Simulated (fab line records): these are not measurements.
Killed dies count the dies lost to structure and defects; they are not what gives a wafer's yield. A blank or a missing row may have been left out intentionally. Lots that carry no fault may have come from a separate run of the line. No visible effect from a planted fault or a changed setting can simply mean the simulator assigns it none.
Matching of chambers ; flow n5-finfet ; rie-diel-05 running N5_BEOL_M5_ETCH_68: 4 sister chambers
The step etches SOC in N2/H2, target depth 80 nm, overetch 16 nm, time 120 s. 20 wafers are shown with their chamber, then 10 later ones without.

## WAFERS PAIRED WITH THEIR CHAMBERS
wafer;chamber;showerhead-plenum-p-Torr (Torr);drypump-motor-current-A (A);throttle-valve-pct (%)
L077.2;1;2.70;6.1;17.60
L077.5;2;2.67;6.7;17.44
L077.6;1;2.70;6.1;17.59
L078.1;1;2.70;6.1;17.60
L078.3;0;2.35;5.6;17.75
L078.6;3;2.61;5.8;17.40
L079.3;2;2.67;6.7;17.44
L079.5;1;2.70;6.1;17.59
L079.6;0;2.35;5.6;17.76
L080.1;2;2.67;6.7;17.45
L080.4;3;2.61;5.8;17.42
L080.5;0;2.35;5.6;17.75
L081.2;2;2.67;6.7;17.45
L081.4;0;2.35;5.6;17.76
L081.6;3;2.61;5.8;17.43
L082.1;1;2.70;6.1;17.61
L082.2;0;2.34;5.6;17.75
L082.4;3;2.61;5.7;17.42
L084.3;3;2.61;5.8;17.44
L084.4;2;2.67;6.7;17.46

SIGNATURES (averages over the wafers above)
reading;chamber 0;chamber 1;chamber 2;chamber 3;scatter within a chamber
showerhead-plenum-p-Torr;2.3480;2.7000;2.6700;2.6100;0.00224
drypump-motor-current-A;5.600;6.100;6.700;5.780;0.0224
throttle-valve-pct;17.7540;17.5980;17.4480;17.4220;0.00987
Rule: for each reading, subtract the chamber's mean from the wafer's reading, divide by that reading's scatter and square the result; add these up over the readings and take the root, which gives the wafer's distance from the chamber. The wafer belongs to the nearest chamber; if the next one is less than 2 further off, it can't be placed. The scatter: take each reading less its chamber's mean, square it, sum over the shown wafers, divide by the number of wafers less the number of chambers, and take the root.

## WAFERS WHOSE CHAMBER IS MISSING
wafer;showerhead-plenum-p-Torr (Torr);drypump-motor-current-A (A);throttle-valve-pct (%)
L084.5;2.34;5.6;17.76
L085.2;2.60;5.8;17.42
L085.3;2.69;6.1;17.61
L085.6;2.34;5.6;17.77
L090.1;2.34;5.6;17.79
L090.4;2.69;6.1;17.63
L090.6;2.69;6.1;17.63
L095.1;2.34;5.6;17.80
L095.2;2.59;5.8;17.47
L095.4;2.69;6.1;17.64

## EACH ONE'S CHAMBER
wafer;from the rows above;in truth
L084.5;0;0
L085.2;3;3
L085.3;1;1
L085.6;0;0
L090.1;0;0
L090.4;1;1
L090.6;1;1
L095.1;0;0
L095.2;3;3
L095.4;1;1
Correctly placed: 10 of 10. Number that these rows cannot place: 0. Wrongly placed: 0.
